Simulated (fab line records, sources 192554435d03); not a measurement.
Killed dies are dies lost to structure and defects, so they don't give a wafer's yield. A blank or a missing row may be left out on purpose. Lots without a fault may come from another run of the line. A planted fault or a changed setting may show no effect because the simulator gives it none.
fab line records | flow n5_finfet | part 2 of 2: steps 5 to 6 of 6
record lots=23 wafers=69 last_day=19
route steps=1938 shown FIN_SAQP@134 FIN_CUT@177 STI_FIN_REVEAL@191
lots that met no fault: from a run of the same line without faults
start_h: hours from the record's first day to the start of the lot's first wafer shown | wait_h: hours since the lot's step before | " the same as in the row above | L1.1+2: a row that stands for several wafers | - no value, or no start given | * or withheld: withheld | < > ~ a bound
route shown NAME@n: a module of which the file shows steps, and the number in the route of the first | usual: mean/standard deviation of fault-free wafers | same: alike in all rows | chamber/n: place in a boat | sites: the reading at each site | _std_site: their standard deviation | _edge_site: outer sites' mean less inner sites' | radius_mm: how far each site lies from the wafer's centre | mask NAME#n: copy n | behind: the tool/chamber that last shaped the wafer | hold: why the lot was held/for how many hours/how that ended | device: the transistor (n, p or np) that didn't switch | end of line: the same wafers' tests at the end of the route | a step without rows: its recipe alone | killed: dies lost to structure and defects at the first sort, not the wafer's yield | map: a wafer's dies, x killed, . not, _ none there
set.NAME: the setting as run; set.NAME@STEP: as run at that earlier step | model.NAME: the simulator's own value behind a step, which no gauge read
steps of the route over a sample of lots; a table a step, a row a wafer
services: from which hour (start_h, from the record's first day; less than 0 if before it) a tool's chamber was out of use, for how many hours, and why
## steps
# step N5_STI_FIN_REVEAL_STRIP_24
# recipe chemistry=N2/H2 time_s=90 power_w=100 temp_c=40 pressure_mtorr=100 rf_frequency_hz=6e+07 bias_power_w=3 n2_flow_sccm=300 h2_flow_sccm=300
# usual drypump_motor_current_A=5.6/0.43 n2_flow_sccm=300.1/0.83 oes_product_au=0.76/0.071 rf_vpp_V=45.3/0.79 showerhead_plenum_p_Torr=3.38/0.11 throttle_valve_pct=12.25/0.26
# same time_s=90
# columns lot.wafer tool chamber start_h wait_h drypump_motor_current_A n2_flow_sccm oes_product_au rf_hours_counter_h rf_vpp_V showerhead_plenum_p_Torr throttle_valve_pct
L074.2 rie_diel-03 2 33.92 0.0 5.2 300.9 0.77 132 45.9 3.24 12.17
L074.3 " 0 " " 5.0 299.8 0.69 248 44.9 3.43 12.41
L074.5 " 3 " " 4.9 302.8 0.71 - 44.8 3.20 12.48
L075.3 rie_diel-03 2 40.09 0.0 5.2 299.6 0.78 133 44.2 3.24 12.19
L075.4 " 1 " " 5.8 299.3 0.71 170 45.8 3.36 12.05
L075.6 " 0 " " 5.0 299.0 0.69 - 44.8 3.42 12.43
L076.1 rie_diel-04 3 52.00 0.0 6.0 300.2 0.72 223 44.8 3.49 12.58
L076.5 " 1 " " 5.7 300.6 0.80 - 46.3 3.40 12.30
L076.6 " 0 " " 5.8 300.7 0.71 - 46.3 3.54 12.28
L078.2 rie_diel-02 1 57.75 0.0 5.5 299.6 0.73 203 44.8 3.37 12.58
L078.3 " 2 " " 5.2 300.2 0.81 78 45.2 3.53 11.88
L078.6 " 0 " " 6.3 300.9 0.87 - 45.1 3.40 12.01
L079.1 rie_diel-02 0 64.84 0.0 6.3 300.4 0.87 43 45.4 3.40 12.02
L079.2 " 3 " " 5.7 301.8 0.69 226 43.8 3.30 12.20
L079.3 " 1 " " 5.5 299.5 0.72 206 45.1 3.37 12.60
L080.1 rie_diel-04 1 70.12 0.0 5.8 299.9 0.79 143 45.4 3.40 12.31
L080.3 " 0 " " 5.8 299.6 0.72 174 44.9 3.53 12.30
L080.4 " 3 " " 6.0 301.2 0.71 - 45.8 3.49 12.61
L081.1 rie_diel-02 3 76.34 0.0 5.7 300.5 0.70 230 46.1 3.30 12.21
L081.2 " 2 " " 5.2 299.9 0.81 84 43.2 3.52 11.90
L081.4 " 3 " " 5.7 301.5 0.70 - 45.5 3.29 12.22
L082.1 rie_diel-04 3 82.03 0.0 6.0 300.0 0.71 236 45.9 3.49 12.62
L082.2 " 1 " " 5.7 298.0 0.80 147 46.2 3.40 12.34
L082.5 " 3 " " 6.0 300.0 0.71 - 45.2 3.49 12.61
L083.1 rie_diel-04 3 90.03 0.0 6.0 298.8 0.70 238 45.6 3.48 12.63
L083.2 " 0 " " 5.8 299.5 0.72 180 44.7 3.53 12.31
L083.5 " 0 " " 5.8 298.1 0.72 - 45.1 3.53 12.34
L084.2 rie_diel-04 3 95.61 0.0 6.0 299.6 0.71 240 44.4 3.48 12.63
L084.4 " 0 " " 5.8 300.7 0.71 182 45.8 3.53 12.32
L084.6 " 2 " " 6.2 299.8 0.70 - 45.7 3.19 12.42
L085.3 rie_diel-03 1 102.54 0.0 5.8 299.8 0.70 194 46.9 3.35 12.12
L085.5 " 2 " " 5.2 299.3 0.76 - 45.6 3.22 12.25
L085.6 " 3 " " 4.9 298.7 0.69 - 46.6 3.19 12.53
L086.1 rie_diel-03 1 106.97 0.0 5.8 301.1 0.69 196 45.1 3.35 12.12
L086.2 " 2 " " 5.2 299.7 0.74 158 45.9 3.22 12.25
L086.4 " 3 " " 4.9 300.3 0.68 242 44.4 3.19 12.53
L087.4 rie_diel-03 2 111.88 0.0 5.3 301.3 0.75 160 44.5 3.22 12.26
L087.5 " 1 " " 5.8 299.9 0.71 - 45.4 3.35 12.13
L087.6 " 2 " " 5.2 298.8 0.75 - 46.5 3.22 12.25
L088.1 rie_diel-02 1 118.77 0.0 5.5 300.1 0.72 224 45.9 3.36 12.66
L088.2 " 0 " " 6.3 300.6 0.85 57 46.2 3.39 12.06
L088.4 " 2 " " 5.2 301.2 0.80 99 45.7 3.52 11.93
L089.1 rie_diel-04 2 125.14 0.0 6.2 299.9 0.69 250 43.9 3.18 12.46
L089.3 " 1 " " 5.7 299.9 0.78 163 46.1 3.39 12.38
L089.5 " 2 " " 6.2 300.3 0.69 - 44.7 3.18 12.46
L090.1 rie_diel-03 0 130.80 0.0 5.0 299.8 0.88 24 45.5 3.41 11.84
L090.2 " 1 " " 5.8 300.5 0.70 203 45.2 3.34 12.14
L090.4 " 3 " " 4.9 300.1 0.69 249 44.3 3.19 12.55
L091.1 rie_diel-02 3 136.34 0.0 5.7 298.5 0.68 249 43.7 3.29 12.27
L091.3 " 1 " " 5.5 299.7 0.71 229 44.5 3.36 12.66
L091.6 " 2 " " 5.3 300.0 0.79 - 44.6 3.51 11.94
L092.3 rie_diel-02 0 145.32 0.0 6.3 300.1 0.83 66 45.6 3.39 12.09
L092.4 " 2 " " 5.2 300.6 0.79 - 45.7 3.51 11.93
L092.5 " 1 " " 5.5 300.5 0.71 - 43.9 3.36 12.68
L093.1 rie_diel-02 0 150.81 0.0 6.3 301.1 0.83 69 44.0 3.39 12.10
L093.3 " 1 " " 5.5 300.7 0.70 236 45.4 3.36 12.68
L093.5 " 0 " " 6.4 300.9 0.84 - 45.0 3.39 12.09
L094.1 rie_diel-02 2 154.56 0.0 5.2 299.8 0.78 112 46.7 3.51 11.98
L094.2 " 0 " " 6.3 299.7 0.83 71 44.7 3.38 12.11
L094.5 " 1 " " 5.5 299.9 0.70 - 44.7 3.35 12.68
L095.1 rie_diel-02 3 160.87 0.0 5.7 299.4 0.99 0 45.6 3.28 11.63
L095.5 " 3 " " 5.7 300.5 0.99 - 44.3 3.28 11.64
L095.6 " 0 " " 6.3 299.6 0.82 - 46.0 3.38 12.10
L096.3 rie_diel-03 0 167.75 0.0 5.0 300.2 0.84 39 47.1 3.40 11.87
L096.5 " 0 " " 5.0 299.9 0.85 - 45.1 3.40 11.89
L096.6 " 3 " " 4.9 300.4 0.98 - 45.4 3.59 11.90
L097.1 rie_diel-02 1 173.89 0.0 5.4 299.9 0.71 244 44.8 3.35 12.71
L097.3 " 0 " " 6.3 299.8 0.82 77 45.4 3.38 12.12
L097.5 " 2 " " 5.2 298.9 0.78 - 45.3 3.51 11.97
# step N5_STI_FIN_REVEAL_RECESS_09
# recipe chemistry=HF/NH3 target=SiO2 afs_cycles=11 target_depth_a=425 temp_c=30 sublimation_temp_c=180 sublimation_time_s=60
# usual drypump_motor_current_A=5.8/0.62 sublimation_temp_c=179.99/0.17
# columns lot.wafer tool chamber start_h wait_h drypump_motor_current_A sublimation_temp_c
L074.2 vapor_etch-02 1 34.13 0.0 4.8 179.93
L074.3 " 1 " " 4.8 180.15
L074.5 " 1 " " 4.8 179.93
L075.3 vapor_etch-02 0 40.84 0.6 5.7 180.00
L075.4 " 1 " " 4.8 179.81
L075.6 " 0 " " 5.8 180.09
L076.1 vapor_etch-02 1 52.22 0.0 4.8 180.13
L076.5 " 1 53.28 1.1 4.8 180.02
L076.6 " 0 " " 5.8 180.27
L078.2 vapor_etch-01 0 57.97 0.0 6.0 179.94
L078.3 " 1 " " 6.5 179.92
L078.6 " 1 " " 6.5 179.74
L079.1 vapor_etch-01 1 65.06 0.0 6.5 180.13
L079.2 " 0 " " 6.0 180.02
L079.3 " 0 " " 6.0 179.85
L080.1 vapor_etch-02 0 70.34 0.0 5.8 180.16
L080.3 " 0 " " 5.7 180.03
L080.4 " 1 " " 4.8 179.77
L081.1 vapor_etch-01 1 76.56 0.0 6.5 179.99
L081.2 " 0 " " 6.0 180.02
L081.4 " 0 " " 6.0 179.94
L082.1 vapor_etch-01 0 82.25 0.0 6.0 180.06
L082.2 " 1 " " 6.5 179.93
L082.5 " 0 83.31 1.1 6.0 180.07
L083.1 vapor_etch-01 1 90.58 0.4 6.5 179.82
L083.2 " 0 " " 6.0 179.98
L083.5 " 0 91.64 1.4 6.0 180.09
L084.2 vapor_etch-01 1 96.15 0.4 6.5 180.02
L084.4 " 1 " " 6.5 180.06
L084.6 " 1 " " 6.5 180.10
L085.3 vapor_etch-01 1 103.29 0.6 6.5 179.98
L085.5 " 0 " " 6.0 180.05
L085.6 " 1 " " 6.5 180.09
L086.1 vapor_etch-01 0 107.18 0.0 6.0 179.90
L086.2 " 1 " " 6.5 179.63
L086.4 " 1 " " 6.5 179.74
L087.4 vapor_etch-02 0 112.62 0.6 5.7 179.90
L087.5 " 1 " " 4.8 179.85
L087.6 " 0 " " 5.7 179.88
L088.1 vapor_etch-02 1 119.06 0.0 4.8 180.07
L088.2 " 0 " " 5.8 179.94
L088.4 " 0 " " 5.7 180.09
L089.1 vapor_etch-02 1 125.43 0.0 4.8 180.07
L089.3 " 1 " " 4.8 179.87
L089.5 " 0 " " 5.8 179.93
L090.1 vapor_etch-01 1 131.02 0.0 6.5 179.85
L090.2 " 0 " " 6.0 179.86
L090.4 " 1 " " 6.5 179.71
L091.1 vapor_etch-02 0 136.56 0.0 5.7 179.88
L091.3 " 0 " " 5.8 179.89
L091.6 " 1 " " 4.8 180.10
L092.3 vapor_etch-01 0 146.15 0.6 6.0 180.12
L092.4 " 1 " " 6.5 179.78
L092.5 " 1 " " 6.5 179.96
L093.1 vapor_etch-02 1 151.02 0.0 4.8 180.10
L093.3 " 1 " " 4.8 180.07
L093.5 " 1 " " 4.8 180.03
L094.1 vapor_etch-02 1 154.78 0.0 4.8 180.13
L094.2 " 0 " " 5.7 179.90
L094.5 " 0 155.84 1.1 5.7 180.13
L095.1 vapor_etch-01 1 161.09 0.0 6.6 180.06
L095.5 " 0 162.15 1.1 6.0 180.20
L095.6 " 1 " " 6.5 179.98
L096.3 vapor_etch-02 1 168.49 0.6 4.8 179.63
L096.5 " 0 " " 5.8 179.89
L096.6 " 1 " " 4.8 179.80
L097.1 vapor_etch-02 1 174.11 0.0 4.8 180.06
L097.3 " 0 " " 5.8 180.17
L097.5 " 1 " " 4.8 179.82
## services
# columns tool chamber start_h hours kind
rie_diel-04 1 5.33 8.7 repair
rie_si-05 0 10.40 1.4 repair
rie_si-05 - 19.99 0.4 repair
rie_si-03 0 24.91 2.5 repair
rie_si-01 - 26.86 0.3 repair
rie_diel-04 3 41.59 1.3 repair
rie_diel-03 3 45.61 4.3 repair
rie_diel-02 1 52.92 1.5 repair
rie_diel-04 0 57.66 4.1 repair
rie_si-03 3 65.05 3.2 repair
rie_si-05 0 70.52 6.4 repair
rie_si-05 2 72.74 7.4 repair
rie_diel-02 0 73.23 5.6 repair
rie_si-03 - 77.39 0.4 repair
vapor_etch-02 - 81.30 15.6 pm
rie_diel-02 0 82.78 5.5 repair
rie_diel-04 0 98.94 4.2 repair
rie_si-01 0 122.45 26.4 repair
rie_si-04 - 125.19 14.6 pm
vapor_etch-01 - 139.94 2.8 pm
rie_si-03 3 140.43 4.8 repair
rie_diel-04 0 148.13 4.3 repair
rie_si-01 - 164.63 0.2 repair
rie_si-03 0 170.94 1.6 repair
